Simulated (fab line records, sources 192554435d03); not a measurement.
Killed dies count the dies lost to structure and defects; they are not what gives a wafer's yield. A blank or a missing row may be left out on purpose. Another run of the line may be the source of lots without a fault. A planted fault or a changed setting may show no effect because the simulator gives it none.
Matching of chambers    flow n5_finfet    rie_diel-06 running N5_BEOL_M1_STRIP_66: 4 sister chambers
The step strips in CF4. 4 wafers are shown with their chamber, then 9 later ones without.

WAFERS, EACH WITH ITS CHAMBER
wafer   chamber  showerhead_plenum_p_Torr (Torr)
L077.3  0        1.82
L086.1  3        1.71
L086.4  2        1.88
L086.5  1        1.82

WAFERS MISSING THEIR CHAMBER
wafer   showerhead_plenum_p_Torr (Torr)
L090.1  1.70
L090.4  1.82
L090.5  1.82
L089.1  1.70
L089.2  1.82
L089.5  1.82
L092.1  1.82
L092.3  1.82
L092.5  1.82

WHICH CHAMBER EACH ONE RAN IN
wafer   from the rows above      in truth
L090.1  3                        3
L090.4  can't be placed: 0 or 1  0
L090.5  can't be placed: 0 or 1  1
L089.1  3                        3
L089.2  can't be placed: 0 or 1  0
L089.5  can't be placed: 0 or 1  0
L092.1  can't be placed: 0 or 1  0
L092.3  can't be placed: 0 or 1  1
L092.5  can't be placed: 0 or 1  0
Correctly placed: 2 of 9. Not placeable from these rows: 7 (in 7, the candidates include the true chamber). Number placed wrongly: 0.
How it was worked out, from the rows above alone: a wafer's distance from a chamber is the root of the sum, over the readings, of the square of ((its reading less the chamber's mean) divided by the reading's scatter). The wafer belongs to the nearest chamber; if the next one is less than 2 further off, it can't be placed. The mean given for a chamber averages the wafers shown for that chamber. The scatter: root of mean squared gap, hidden wafer to nearest shown wafer, with one shown wafer a chamber.
